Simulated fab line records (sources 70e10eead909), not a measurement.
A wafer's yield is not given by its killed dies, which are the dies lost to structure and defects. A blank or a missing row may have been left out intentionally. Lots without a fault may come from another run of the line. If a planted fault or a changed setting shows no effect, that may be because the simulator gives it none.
Matching of chambers :: flow nandHarc :: 4 sister chambers for NHARC_A_CONTACT_ETCH_75 on rieDiel-01
The step etches the open film in CF4, target depth 39 nm, time 65 s. 4 wafers are shown with their chamber, then 12 later ones without.

WAFERS WITH THEIR CHAMBER
wafer: L083.3
chamber: 3
showerheadPlenumPTorr (Torr): 1.71

wafer: L085.4
chamber: 1
showerheadPlenumPTorr (Torr): 1.84

wafer: L089.2
chamber: 0
showerheadPlenumPTorr (Torr): 1.75

wafer: L089.5
chamber: 2
showerheadPlenumPTorr (Torr): 1.71

WAFERS WHOSE CHAMBER IS MISSING
wafer: L090.2
showerheadPlenumPTorr (Torr): 1.83

wafer: L090.5
showerheadPlenumPTorr (Torr): 1.83

wafer: L090.6
showerheadPlenumPTorr (Torr): 1.71

wafer: L091.2
showerheadPlenumPTorr (Torr): 1.75

wafer: L091.3
showerheadPlenumPTorr (Torr): 1.83

wafer: L091.6
showerheadPlenumPTorr (Torr): 1.75

wafer: L095.2
showerheadPlenumPTorr (Torr): 1.71

wafer: L095.3
showerheadPlenumPTorr (Torr): 1.71

wafer: L095.6
showerheadPlenumPTorr (Torr): 1.83

wafer: L096.2
showerheadPlenumPTorr (Torr): 1.71

wafer: L096.3
showerheadPlenumPTorr (Torr): 1.74

wafer: L096.6
showerheadPlenumPTorr (Torr): 1.75

EACH ONE'S CHAMBER
wafer: L090.2
from the rows above: 1
in truth: 1

wafer: L090.5
from the rows above: 1
in truth: 1

wafer: L090.6
from the rows above: can't be placed: 2 or 3
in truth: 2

wafer: L091.2
from the rows above: 0
in truth: 0

wafer: L091.3
from the rows above: 1
in truth: 1

wafer: L091.6
from the rows above: 0
in truth: 0

wafer: L095.2
from the rows above: can't be placed: 2 or 3
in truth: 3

wafer: L095.3
from the rows above: can't be placed: 2 or 3
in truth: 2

wafer: L095.6
from the rows above: 1
in truth: 1

wafer: L096.2
from the rows above: can't be placed: 2 or 3
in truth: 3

wafer: L096.3
from the rows above: 0
in truth: 0

wafer: L096.6
from the rows above: 0
in truth: 0
Correctly placed: 8 of 12. Not placeable from these rows: 4 (in 4, the candidates include the true chamber). 0 placed wrongly.
How it was worked out, from the rows above alone: a wafer's distance from a chamber is the root of the sum, over the readings, of the square of ((its reading less the chamber's mean) divided by the reading's scatter). The wafer belongs to the nearest chamber; if the next one is less than 2 further off, it can't be placed. The mean given for a chamber averages the wafers shown for that chamber. The scatter: root of mean squared gap, hidden wafer to nearest shown wafer, with one shown wafer a chamber.
